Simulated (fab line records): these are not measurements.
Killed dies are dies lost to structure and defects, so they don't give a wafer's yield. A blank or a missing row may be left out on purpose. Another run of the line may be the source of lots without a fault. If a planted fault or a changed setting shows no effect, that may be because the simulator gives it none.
fab line records	flow n5Finfet	part 1 of 2: steps 1 to 24 of 31
[record] lots = 5	wafers = 15	lastDay = 17
route steps=1938 shown BEOL_M6@1257 BEOL_M7@1263
lots that met no fault: taken from a fault-free run of the same line
startH: the number of hours between the record's first day and the start of the first shown wafer of the lot	waitH: hours since the lot's step before	" as in the row above	L1.1+2: a row that stands for several wafers	- no value present, or no start provided	* or withheld: withheld	< > ~ a bound
route shown NAME@n: a module of which the file shows steps, and the number in the route of the first	usual: mean/standard deviation taken from wafers without a fault	same: alike in all rows	chamber/n: place in a boat	sites: the reading at each site	_std_site: their standard deviation	_edge_site: inner sites' mean taken away from outer sites' mean	radiusMm: how far each site lies from the wafer's centre	mask NAME#n: copy n	behind: tool/chamber where the wafer was last shaped	hold: what put the lot on hold/how long, in hours/how the hold closed	device: transistor that didn't switch, given as n, p or np	end of line: tests run on the same wafers once the route is complete	where a step has no rows: the recipe by itself	killed: dies lost to structure and defects at the first sort, not the wafer's yield	map: a wafer's dies, x killed, . not, _ none there
set.NAME: the run value of the setting; set.NAME@STEP: its run value at that earlier step	model.NAME: the simulator's own value behind a step, which no gauge read
lots at some steps of the route; a table a step, a row a wafer
services: when a tool's chamber went out of use (startH, in hours from the record's first day, below 0 if earlier), for how many hours, and the reason
[[steps]]
[step N5_BEOL_M6_CMP_52]
[recipe] stopOn = SiCOH_lowk	tOverpolishS = 6.9	downForcePsi = 1	platenRpm = 50	clearingPlatenDownForcePsi = 1.5	clearingPlatenRpm = 50	postCmpClean = cuAlkaline	targetThkNm = 80	clearingPlatenPadVelocityMS = 0.99484	padVelocityMS = 0.99484
[usual] barrierFieldEndpointS = 28.6/0.81	clearingPlatenRpm = 50.002/0.025	motorCurrentA = 6.3/0.68	overpolishRunS = 6.900/0.009	timeToEndpointS = 61/3.9
lot.wafer	tool	chamber	startH	waitH	barrierFieldEndpointS	clearingPlatenRpm	motorCurrentA	overpolishRunS	timeToEndpointS
L076.3	cmp-03	1	193.19	0.2	28.5	50.011	7.0	6.893	61
L076.1	"	3	"	"	29.2	50.002	7.2	6.907	70
L076.5	"	1	"	"	28.6	50.011	7.1	6.900	60
L081.2	cmp-01	2	225.27	0.2	28.7	49.972	5.5	6.896	58
L081.4	"	3	"	"	29.5	50.038	5.6	6.904	64
L081.3	"	0	"	"	27.3	50.067	7.1	6.909	56
L086.4	cmp-01	1	266.80	0.1	29.5	50.005	6.3	6.896	60
L086.2	"	2	"	"	28.3	50.017	5.5	6.897	60
L086.6	"	2	"	"	28.5	49.972	5.2	6.908	60
L087.4	cmp-03	3	268.40	0.2	29.2	49.995	7.2	6.907	65
L087.5	"	0	"	"	27.9	49.980	6.0	6.904	56
L087.6	"	1	"	"	28.4	50.016	7.1	6.906	60
L093.4	cmp-03	0	310.81	0.1	28.0	49.965	5.8	6.902	56
L093.6	"	0	"	"	28.5	50.010	5.9	6.903	56
L093.5	"	1	"	"	29.5	50.012	6.7	6.905	60
[step N5_BEOL_M6_THK_MEAS_53]
[recipe] thkMeasGauge = xrf	reads = Cu_of_BEOL_M6_ECD_50
[usual] M6_THK = 80.5/2.6
lot.wafer	tool	chamber	startH	waitH	M6_THK[nm]
L076.1	filmMetro-02	-	193.44	-	78.8
L076.3	"	-	"	"	78.5
L076.5	"	-	"	"	82.1
L081.2	filmMetro-01	-	225.53	-	79.9
L081.3	"	-	"	"	78.0
L081.4	"	-	"	"	82.7
L086.2	filmMetro-01	-	267.10	-	81.1
L086.4	"	-	"	"	77.6
L086.6	"	-	"	"	83.2
L087.4	filmMetro-02	-	268.59	-	83.3
L087.5	"	-	"	"	75.8
L087.6	"	-	"	"	80.5
L093.4	filmMetro-01	-	311.11	-	77.1
L093.5	"	-	"	"	79.5
L093.6	"	-	"	"	75.1
[step N5_BEOL_M6_PRE_CLEAN_55]
[recipe] gas = NH3	timeS = 15	tempC = withheld	rfPowerW = 300
lot.wafer	tool	chamber	startH	waitH
L076.1+3+5	pecvd-03	0,2,1	193.48	0.0
L081.2+3+4	pecvd-01	1,1,0	225.57	0.0
L086.2+4+6	pecvd-03	1,0,2	267.13	0.0
L087.4+5+6	pecvd-02	0,2,1	268.63	0.0
L093.4+5+6	pecvd-03	2,0,1	311.16	0.0
[step N5_BEOL_M6_DEP_56]
[recipe] material = SiCN	targetThkA = 100	tempC = withheld	precursor = 3MS/NH3	pressureTorr = 3	rfW = 202	timeS = 17.5
[usual] chamberPressureTorr = 3.000/0.0073	showerheadPlenumPTorr = 3.663/0.013	throttleValvePct = 9.0/0.38
lot.wafer	tool	chamber	startH	waitH	chamberPressureTorr	showerheadPlenumPTorr	throttleValvePct
L076.1	pecvd-03	0	193.50	0.0	2.987	3.659	8.9
L076.3	"	2	"	"	2.990	3.660	8.8
L076.5	"	1	"	"	3.006	3.664	9.0
L081.2	pecvd-01	1	225.60	0.0	2.995	3.640	9.0
L081.3	"	1	"	"	2.995	3.651	9.2
L081.4	"	0	"	"	3.002	3.684	8.7
L086.2	pecvd-03	1	267.16	0.0	2.996	3.652	8.7
L086.4	"	0	"	"	3.001	3.650	9.0
L086.6	"	2	"	"	3.012	3.663	9.0
L087.4	pecvd-02	0	268.66	0.0	3.007	3.674	9.7
L087.5	"	2	"	"	3.008	3.680	8.8
L087.6	"	1	"	"	3.008	3.679	9.2
L093.4	pecvd-03	2	311.19	0.0	3.001	3.656	9.3
L093.5	"	0	"	"	2.992	3.662	8.8
L093.6	"	1	"	"	3.007	3.650	8.7
[step N5_BEOL_M6_RS_MEAS_57]
[recipe] thkMeasGauge = four-point-probe	reads = Cu_of_BEOL_M6_ECD_50+Co_of_BEOL_M6_CVD_78+TaN_of_BEOL_M6_ALD_77
[usual] M6_RS = 0.287/0.011
lot.wafer	tool	chamber	startH	waitH	M6_RS[ohm/sq]
L076.1	filmMetro-01	-	193.57	0.1	0.295
L076.3	"	-	"	"	0.297
L076.5	"	-	"	"	0.284
L081.2	filmMetro-02	-	225.69	0.1	0.292
L081.3	"	-	"	"	0.298
L081.4	"	-	"	"	0.278
L086.2	filmMetro-01	-	267.23	0.1	0.282
L086.4	"	-	"	"	0.296
L086.6	"	-	"	"	0.274
L087.4	filmMetro-02	-	268.72	0.0	0.272
L087.5	"	-	"	"	0.307
L087.6	"	-	"	"	0.285
L093.4	filmMetro-01	-	311.24	0.0	0.299
L093.5	"	-	"	"	0.288
L093.6	"	-	"	"	0.309
[step N5_BEOL_M6_INSPECT_58]
[recipe] inspectInstrument = darkfield	mode = postDep
[usual] rawDefectCount = 68/21
lot.wafer	tool	chamber	startH	waitH	rawDefectCount
L076.1	defectInspect-02	-	193.60	0.0	84
L076.3	"	-	"	"	71
L076.5	"	-	"	"	52
L081.2	defectInspect-01	-	225.72	0.0	31
L081.3	"	-	"	"	78
L081.4	"	-	"	"	60
L086.2	defectInspect-02	-	267.25	0.0	75
L086.4	"	-	"	"	69
L086.6	"	-	"	"	54
L087.4	defectInspect-01	-	268.74	0.0	78
L087.5	"	-	"	"	56
L087.6	"	-	"	"	57
L093.4	defectInspect-01	-	311.27	0.0	67
L093.5	"	-	"	"	67
L093.6	"	-	"	"	64
[step N5_BEOL_M7_ILD_DEP_00]
[recipe] material = SiCOH_lowk	targetThkA = 1797.5	tempC = 300	precursor = DEMS/porogen	pressureTorr = 5	rfW = 500	timeS = 33.4
[usual] chamberPressureTorr = 5.000/0.011	heaterPowerW = 320/35	showerheadPlenumPTorr = 5.744/0.019	throttleValvePct = 13.7/0.81
lot.wafer	tool	chamber	startH	waitH	chamberPressureTorr	heaterPowerW	showerheadPlenumPTorr	throttleValvePct
L076.1	pecvd-02	0	193.64	0.0	5.004	278	5.722	15.0
L076.3	"	1	"	"	4.997	354	5.748	13.9
L076.5	"	1	"	"	5.008	277	5.762	13.9
L081.2	pecvd-03	0	225.75	0.0	5.012	319	5.730	13.8
L081.3	"	2	"	"	4.995	393	5.726	13.7
L081.4	"	2	"	"	4.989	395	5.733	13.9
L086.2	pecvd-04	2	267.29	0.0	4.983	368	5.752	12.1
L086.4	"	1	"	"	5.003	320	5.770	14.5
L086.6	"	2	"	"	4.999	374	5.751	12.0
L087.4	pecvd-04	2	268.80	0.1	4.994	362	5.744	12.3
L087.5	"	0	"	"	5.004	302	5.764	13.2
L087.6	"	1	"	"	4.991	366	5.773	14.7
L093.4	pecvd-03	1	311.32	0.1	5.006	298	5.720	13.6
L093.5	"	2	"	"	5.009	369	5.725	13.6
L093.6	"	0	"	"	5.004	335	5.735	13.9
[step N5_BEOL_M7_CURE_74]
[recipe] tempC = 385	timeS = 240	ambient = He/Ar	material = SiCOH_lowk
[usual] lampPowerPct = 52.32/0.055	wafer_temp_C_max = 386.9/0.55
lot.wafer	tool	chamber	startH	waitH	lampPowerPct	wafer_temp_C_max
L076.1	uvCure-03	1	193.70	0.0	52.20	386.3
L076.3	"	1	"	"	52.41	386.6
L076.5	"	1	"	"	52.29	386.4
L081.2	uvCure-03	2	225.90	0.1	52.30	386.7
L081.3	"	2	"	"	52.23	387.7
L081.4	"	2	"	"	52.28	387.2
L086.2	uvCure-02	2	267.51	0.2	52.35	387.1
L086.4	"	2	"	"	52.29	387.4
L086.6	"	2	"	"	52.33	386.9
L087.4	uvCure-02	1	269.39	0.6	52.27	386.6
L087.5	"	1	"	"	52.41	386.7
L087.6	"	1	"	"	52.35	386.8
L093.4	uvCure-02	1	311.61	0.3	52.25	387.3
L093.5	"	1	"	"	52.35	386.5
L093.6	"	1	"	"	52.34	386.4
[step N5_BEOL_M7_THK_MEAS_01]
[recipe] reads = SiCOH_lowk_of_BEOL_M7_ILD_DEP_00
[usual] M7_ILD_THK = 155.4/2.5
lot.wafer	tool	chamber	startH	waitH	M7_ILD_THK[nm]
L076.1	filmMetro-01	-	194.21	0.4	156.2
L076.3	"	-	"	"	155.1
L076.5	"	-	"	"	156.9
L081.2	filmMetro-02	-	226.33	0.4	153.7
L081.3	"	-	"	"	154.0
L081.4	"	-	"	"	156.1
L086.2	filmMetro-02	-	268.35	0.7	157.6
L086.4	"	-	"	"	158.2
L086.6	"	-	"	"	157.7
L087.4	filmMetro-01	-	269.91	0.4	159.6
L087.5	"	-	"	"	157.1
L087.6	"	-	"	"	157.5
L093.4	filmMetro-01	-	311.88	0.2	159.2
L093.5	"	-	"	"	154.2
L093.6	"	-	"	"	152.5
[step N5_BEOL_M7_PECVD_70]
[recipe] material = SiO2	targetThkA = 200	tempC = 400	precursor = TEOS/O2	pressureTorr = 5.5	rfW = 450	teosFlowSccm = 53.8	gas = O2	flowSccm = 3000	timeS = 22.7
[usual] chamberPressureTorr = 5.498/0.012	heaterPowerW = 722/67	showerheadPlenumPTorr = 8.80/0.063	throttleValvePct = 22.2/1.3
lot.wafer	tool	chamber	startH	waitH	chamberPressureTorr	heaterPowerW	showerheadPlenumPTorr	throttleValvePct
L076.1	pecvd-04	2	194.25	0.0	5.490	726	8.77	19.4
L076.3	"	1	"	"	5.494	745	8.92	23.1
L076.5	"	1	"	"	5.504	756	8.92	23.5
L081.2	pecvd-04	1	226.37	0.0	5.504	719	8.92	23.2
L081.3	"	2	"	"	5.482	859	8.77	19.6
L081.4	"	2	"	"	5.495	827	8.77	19.6
L086.2	pecvd-03	2	268.38	0.0	5.525	864	8.73	22.0
L086.4	"	1	"	"	5.488	729	8.76	21.6
L086.6	"	2	"	"	5.513	888	8.72	22.0
L087.4	pecvd-03	2	269.96	0.1	5.491	725	8.73	21.9
L087.5	"	0	"	"	5.497	775	8.73	22.0
L087.6	"	1	"	"	5.490	749	8.73	21.7
L093.4	pecvd-02	0	311.93	0.1	5.504	691	8.78	24.5
L093.5	"	1	"	"	5.483	690	8.84	22.2
L093.6	"	0	"	"	5.536	708	8.77	24.2
[step N5_BEOL_M7_HM_DEP_02]
[recipe] material = TiN	targetThkA = 200	tempC = 25	chamberPressurePa = 0.49996
[usual] throttleValvePct = 29.9/0.72
lot.wafer	tool	chamber	startH	waitH	throttleValvePct
L076.1	pvdSputter-02	-	194.61	0.3	28.1
L076.3	"	-	"	"	29.4
L076.5	"	-	"	"	29.7
L081.2	pvdSputter-03	-	227.33	0.9	30.4
L081.3	"	-	"	"	30.0
L081.4	"	-	"	"	31.3
L086.2	pvdSputter-03	-	269.80	1.4	30.2
L086.4	"	-	"	"	30.7
L086.6	"	-	"	"	30.2
L087.4	pvdSputter-02	-	270.37	0.4	29.5
L087.5	"	-	"	"	30.9
L087.6	"	-	"	"	29.6
L093.4	pvdSputter-01	-	313.83	1.9	29.9
L093.5	"	-	"	"	30.1
L093.6	"	-	"	"	29.6
[step N5_BEOL_M7_COAT_59]
[recipe] resist = SOC	tempC = 250	timeS = 60	spinRpm = 1500	resistThkNm = 100
lot.wafer	tool	chamber	startH	waitH
L076.1+3+5	lithoTrack-02	0	194.73	0.1
L081.2+3+4	lithoTrack-04	0	227.45	0.1
L086.2+4+6	lithoTrack-02	0	269.92	0.1
L087.4+5+6	lithoTrack-02	0	270.50	0.1
L093.4+5+6	lithoTrack-03	0	313.95	0.1
[step N5_BEOL_M7_COAT_60]
[recipe] resist = SiARC	tempC = 220	timeS = 60	spinRpm = 1500	resistThkNm = 35
lot.wafer	tool	chamber	startH	waitH
L076.1+3+5	lithoTrack-02	0	-	-
L081.2+3+4	lithoTrack-04	0	-	-
L086.2+4+6	lithoTrack-02	0	-	-
L087.4+5+6	lithoTrack-02	0	-	-
L093.4+5+6	lithoTrack-03	0	-	-
[step N5_BEOL_M7_COAT_05]
[recipe] resist = CAR-ArF	spinRpm = 1500	resistThkNm = 90
lot.wafer	tool	chamber	startH	waitH
L076.1+3+5	lithoTrack-02	0	-	-
L081.2+3+4	lithoTrack-04	0	-	-
L086.2+4+6	lithoTrack-02	0	-	-
L087.4+5+6	lithoTrack-02	0	-	-
L093.4+5+6	lithoTrack-03	0	-	-
[step N5_BEOL_M7_EBR_07]
[recipe] solvent = PGMEA	ebrWidthMm = 1.5
lot.wafer	tool	chamber	startH	waitH
L076.1+3+5	lithoTrack-02	0	-	-
L081.2+3+4	lithoTrack-04	0	-	-
L086.2+4+6	lithoTrack-02	0	-	-
L087.4+5+6	lithoTrack-02	0	-	-
L093.4+5+6	lithoTrack-03	0	-	-
[step N5_BEOL_M7_SOFTBAKE_06]
[recipe] tempC = 110	timeS = 60	resist = CAR-ArF
lot.wafer	tool	chamber	startH	waitH
L076.1+3+5	lithoTrack-02	0	-	-
L081.2+3+4	lithoTrack-04	0	-	-
L086.2+4+6	lithoTrack-02	0	-	-
L087.4+5+6	lithoTrack-02	0	-	-
L093.4+5+6	lithoTrack-03	0	-	-
[step N5_BEOL_M7_EXPOSE_08]
[recipe] maskId = M7	na = 1.35	sourceShape = dipole	sigmaInner = 0.817	sigmaOuter = 0.97	polarization = te	doseMj = 68.25
[same] na = 1.35	sigmaOuter = 0.97
lot.wafer	tool	chamber	startH	waitH	mask
L076.1+3+5	arfiScanner-03	0	194.85	-	M7#0
L081.2+3+4	arfiScanner-03	0	228.60	-	M7#0
L086.2+4+6	arfiScanner-02	0	270.05	-	M7#0
L087.4+5+6	arfiScanner-02	0	270.91	-	M7#0
L093.4+5+6	arfiScanner-03	0	314.23	-	M7#0
[step N5_BEOL_M7_PEB_09]
[recipe] pebTempC = withheld	pebTimeS = 60	resist = CAR-ArF
lot.wafer	tool	chamber	startH	waitH
L076.1+3+5	lithoTrack-04	0	194.91	0.1
L081.2+3+4	lithoTrack-04	0	228.66	0.1
L086.2+4+6	lithoTrack-04	0	270.10	0.0
L087.4+5+6	lithoTrack-04	0	270.95	0.0
L093.4+5+6	lithoTrack-04	0	314.27	0.0
[step N5_BEOL_M7_DEVELOP_10]
[recipe] developTimeS = 30	developer = TMAH	resist = CAR-ArF	rinseLiquid = diw	dry = airSpin	devTempC = 23
lot.wafer	tool	chamber	startH	waitH
L076.1+3+5	lithoTrack-04	0	-	-
L081.2+3+4	lithoTrack-04	0	-	-
L086.2+4+6	lithoTrack-04	0	-	-
L087.4+5+6	lithoTrack-04	0	-	-
L093.4+5+6	lithoTrack-04	0	-	-
[step N5_BEOL_M7_CD_MEAS_11]
[recipe] targetCdNm = 38.5	landingEnergyEv = 500	detector = seInlens	polarity = opening
[usual] cdNm = 39.0/0.94
lot.wafer	tool	chamber	startH	waitH	cdNm
L076.1	cdSem-03	0	194.98	-	39.9
L076.3	"	0	"	"	38.7
L076.5	"	0	"	"	39.6
L081.2	cdSem-03	0	228.73	-	39.6
L081.3	"	0	"	"	39.8
L081.4	"	0	"	"	39.2
L086.2	cdSem-02	0	270.17	-	40.4
L086.4	"	0	"	"	40.5
L086.6	"	0	"	"	39.8
L087.4	cdSem-02	0	271.02	-	40.7
L087.5	"	0	"	"	40.4
L087.6	"	0	"	"	40.3
L093.4	cdSem-03	0	314.34	-	38.6
L093.5	"	0	"	"	40.4
L093.6	"	0	"	"	39.6
[step N5_BEOL_M7_OVL_MEAS_12]
[recipe] pointsPerWafer = 44
[usual] M7_OVL = -0.7/0.7
lot.wafer	tool	chamber	startH	waitH	M7_OVL[nm]
L076.1	overlay-02	0	195.01	0.0	-0.1
L076.3	"	0	"	"	-0.1
L076.5	"	0	"	"	-0.1
L081.2	overlay-01	0	228.76	0.0	-2.3
L081.3	"	0	"	"	-1.0
L081.4	"	0	"	"	-1.9
L086.2	overlay-01	0	270.20	0.0	-0.3
L086.4	"	0	"	"	-1.5
L086.6	"	0	"	"	-1.7
L087.4	overlay-02	0	271.05	0.0	-1.3
L087.5	"	0	"	"	-1.8
L087.6	"	0	"	"	-0.5
L093.4	overlay-02	0	314.37	0.0	0.1
L093.5	"	0	"	"	-0.3
L093.6	"	0	"	"	-1.0
[step N5_BEOL_M7_INSPECT_13]
[recipe] mode = adi	inspectInstrument = brightfield
[usual] rawDefectCount = 417/100
lot.wafer	tool	chamber	startH	waitH	rawDefectCount
L076.1	defectInspect-02	-	195.04	0.0	509
L076.3	"	-	"	"	405
L076.5	"	-	"	"	519
L081.2	defectInspect-02	-	228.78	0.0	358
L081.3	"	-	"	"	356
L081.4	"	-	"	"	443
L086.2	defectInspect-02	-	270.23	0.0	430
L086.4	"	-	"	"	457
L086.6	"	-	"	"	357
L087.4	defectInspect-01	-	271.07	0.0	563
L087.5	"	-	"	"	423
L087.6	"	-	"	"	495
L093.4	defectInspect-01	-	314.39	0.0	474
L093.5	"	-	"	"	456
L093.6	"	-	"	"	415
[step N5_BEOL_M7_DESCUM_16]
[recipe] chemistry = O2	timeS = 7.9	sourcePowerW = 50	biasPowerW = 20	pressureMtorr = 20	rfFrequencyHz = 2.712e+07	tempC = 40	resist = CAR-ArF	o2FlowSccm = 225
[usual] drypumpMotorCurrentA = 5.7/0.4	oesProductAu = 0.75/0.078	rfVppV = 242.8/1.2	showerheadPlenumPTorr = 2.07/0.06	throttleValvePct = 20.47/0.23
lot.wafer	tool	chamber	startH	waitH	drypumpMotorCurrentA	oesProductAu	rfHoursCounterH	rfVppV	showerheadPlenumPTorr	throttleValvePct
L076.1	rieDiel-02	2	195.07	0.0	5.1	0.70	201	242.9	2.08	20.64
L076.3	"	0	"	"	6.3	0.73	202	243.2	2.03	20.60
L076.5	"	1	"	"	5.7	0.92	-	243.5	2.05	20.20
L081.2	rieDiel-02	3	228.81	0.0	5.3	0.79	104	243.1	2.09	19.92
L081.3	"	1	"	"	5.8	0.90	38	242.4	2.05	20.23
L081.4	"	2	"	"	5.1	0.68	213	242.5	2.08	20.68
L086.2	rieDiel-02	3	270.82	0.6	5.4	0.77	118	242.8	2.08	19.95
L086.4	"	0	"	"	6.3	0.71	226	243.4	2.02	20.62
L086.6	"	1	"	"	5.8	0.89	-	241.5	2.05	20.25
L087.4	rieDiel-01	3	271.77	0.7	5.4	0.70	-	244.0	2.07	20.52
L087.5	"	2	"	"	6.3	0.73	-	242.7	1.98	20.37
L087.6	"	1	"	"	5.5	0.71	-	242.2	2.07	20.60
L093.4	rieDiel-02	0	314.58	0.2	6.3	0.71	242	242.3	2.02	20.65
L093.5	"	1	"	"	5.8	0.87	-	241.7	2.04	20.27
L093.6	"	2	"	"	5.1	0.66	-	243.4	2.07	20.72
[step N5_BEOL_M7_ETCH_61]
[recipe] chemistry = CF4	target = SiARC	targetDepthA = 455	maskMaterial = CAR-ArF	timeS = 75.8	ionEnergyEv = 80	pressureMtorr = 40	sourceW = 545	biasW = 36	Ar_flow_sccm = 100	cf4FlowSccm = 100	ends = cleared
[usual] cf4FlowSccm = 100.0/0.3	drypumpMotorCurrentA = 5.7/0.39	etchRfOnTimeS = 76/3.1	oesProductAu = 0.64/0.068	rfVppV = 183.8/1	showerheadPlenumPTorr = 2.13/0.051	throttleValvePct = 15.74/0.27
lot.wafer	tool	chamber	startH	waitH	cf4FlowSccm	drypumpMotorCurrentA	etchRfOnTimeS	oesProductAu	rfHoursCounterH	rfVppV	showerheadPlenumPTorr	throttleValvePct
L076.1	rieDiel-02	2	195.11	0.0	100.3	5.1	73	0.60	201	183.1	2.11	15.84
L076.3	"	0	"	"	99.9	6.3	77	0.62	202	183.3	2.15	16.07
L076.5	"	1	"	"	100.0	5.8	74	0.79	-	183.9	2.11	15.44
L081.2	rieDiel-02	3	228.85	0.0	100.3	5.3	77	0.67	104	183.5	2.13	15.18
L081.3	"	1	"	"	100.1	5.8	75	0.76	38	181.1	2.11	15.48
L081.4	"	2	"	"	100.5	5.1	73	0.59	213	183.2	2.11	15.87
L086.2	rieDiel-02	3	270.85	0.0	100.2	5.3	77	0.66	118	183.4	2.13	15.21
L086.4	"	0	"	"	100.1	6.2	76	0.60	226	184.4	2.14	16.12
L086.6	"	1	"	"	99.8	5.8	74	0.76	-	184.8	2.10	15.49
L087.4	rieDiel-01	3	271.81	0.0	99.8	5.4	83	0.58	-	185.4	2.14	15.80
L087.5	"	2	"	"	99.7	6.3	74	0.64	-	183.7	2.05	15.70
L087.6	"	1	"	"	100.2	5.5	72	0.62	-	184.9	2.13	15.94
L093.4	rieDiel-02	0	314.62	0.0	100.1	6.2	77	0.59	242	183.3	2.13	16.16
L093.5	"	1	"	"	100.5	5.8	76	0.73	-	182.6	2.10	15.53
L093.6	"	2	"	"	100.6	5.2	75	0.57	-	183.2	2.10	15.91
